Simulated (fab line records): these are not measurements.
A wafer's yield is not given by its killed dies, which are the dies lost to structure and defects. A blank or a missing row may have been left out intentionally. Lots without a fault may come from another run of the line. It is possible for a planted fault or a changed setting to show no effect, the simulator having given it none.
A struck lot beside a sound one -- flow n5 finfet -- 16 out of 1938 route steps
Sound: wafers L524.4, L524.5, L524.6. Struck: wafers L535.4, L535.5, L535.6. At the end, the cause is stated.
For every step that has rows: the tool of each side, followed by ch and its chambers, followed by its first start. Under that, the readings that differ: sound wafers -- struck wafers -- difference of the means -- sigmas: that difference in standard deviations of wafers without a fault.
alike: words and numbers the same on both sides, and readings whose means are apart by under 2 such deviations; not compared: readings that were withheld, readings missing a value for some wafer, numbers with overlapping values and no deviation given by the record, and bounds like >300 which may hide the same value.
The two part at a step that has a row with sigmas, a row that says differs or no value, or rows on one side only. Non-overlapping numbers with no deviation appear without sigmas and do not part them. Lack of a reading on every wafer of one side parts them only where that side has two or more wafers.

first, 1 step without rows for these wafers: N5_BEOL_M2_PRE_CLEAN_45 (time 30 s).
N5_BEOL_M2_ALD_84: deposits TaN, pulse time 2 s, purge time 3 s, co reactant purge time 2 s.
  sound on ald metal-02 ch 0,2,3, day 8 16:56; struck on ald metal-02 ch 0,1,3, day 11 10:52
  alike: heater power outer w, heater power w
then, 4 steps without rows for these wafers: N5_BEOL_M2_SURFACE_TREAT_85; N5_BEOL_M2_CVD_47 (deposits Co from CCTBA/H2, target thk 3 nm, time 223.8 s); N5_BEOL_M2_SPUTTER_48 (material Cu, target thk 4.5 nm, time 8.29 s); N5_BEOL_M2_ANNEAL_49 (time 240 s).
N5_BEOL_M2_SPUTTER_79: material Cu, target thk 4.5 nm, time 8.29 s.
  struck on pvd sputter-03, day 11 13:18; sound on pvd sputter-03, day 8 17:43
  alike: chamber pressure pa, chuck gas flow sccm, chuck sensor temp C, throttle valve pct
N5_BEOL_M2_ANNEAL_80: time 240 s.
  struck on pvd sputter-03, day 11 13:23; sound on pvd sputter-03, day 8 17:47
  alike: heater power w
N5_BEOL_M2_SPUTTER_81: material Cu, target thk 4.5 nm, time 8.29 s.
  struck on pvd sputter-03, day 11 13:31; sound on pvd sputter-03, day 8 17:56
  alike: chamber pressure pa, chuck gas flow sccm, chuck sensor temp C, throttle valve pct
then, 3 steps without rows for these wafers: N5_BEOL_M2_ANNEAL_82 (time 240 s); N5_BEOL_M2_SPUTTER_86 (material Cu, target thk 4.5 nm, time 8.29 s); N5_BEOL_M2_ANNEAL_87 (time 240 s).
N5_BEOL_M2_SPUTTER_88: material Cu, target thk 4.5 nm, time 8.29 s.
  struck on pvd sputter-03, day 11 17:35; sound on pvd sputter-03, day 8 18:22
  no value came back on the struck wafers for chamber pressure pa (Pa), chuck gas flow sccm (sccm), chuck sensor temp C (C), throttle valve pct (%); on the sound wafers chamber pressure pa (Pa) reads 0.06982 0.07022 0.06987
N5_BEOL_M2_ANNEAL_89: time 240 s.
  struck on pvd sputter-03, day 11 17:40; sound on pvd sputter-03, day 8 18:27
  alike: heater power w
N5_BEOL_M4_RC_MEAS_101:
  sound on prober-01 ch 0, day 9 15:38; struck on prober-02 ch 0, day 13 00:10
  alike: DIBL_N, DIBL_P, IOFF_N, IOFF_P, ION_N, ION_P, SS_N, SS_P, VT_N, VT_P
-- record jumps: 4 days separate the struck wafers' starts on either side; left off in module BEOL_M4, taken up again in module PASSIVATION, whose first shown step is the route's number 1936 --
N5_PASSIVATION_PROBE_49:
  struck on prober-01, day 17 09:50; sound on prober-01, day 13 18:05
reading,sound,struck,difference,sigmas
defect limited yield (%),93.7 92.2 93.1,89.9 89.7 90.4,-3.0,-2
killed_at_M0_to_M3,21 29 26,53 47 42,+22,+2
killed dies,74 92 81,119 121 113,+35,+2
sort_bin_5_function (%),3.3 4.7 4.0,5.8 5.9 6.1,+1.9,+2
sort n pass,1106 1088 1099,1061 1059 1067,-35,-2
sort yield pct (%),93.7 92.2 93.1,89.9 89.7 90.4,-3.0,-2
  alike: killed_at_M4_up, killed at contacts, killed at front end, killed at other, killed open, killed short, sort_bin_4_leakage, sort_bin_6_memory

== WHERE THEY PART ==
First at N5_BEOL_M2_SPUTTER_88; last, within this record, at N5_PASSIVATION_PROBE_49.

WHY: what the simulator had put in
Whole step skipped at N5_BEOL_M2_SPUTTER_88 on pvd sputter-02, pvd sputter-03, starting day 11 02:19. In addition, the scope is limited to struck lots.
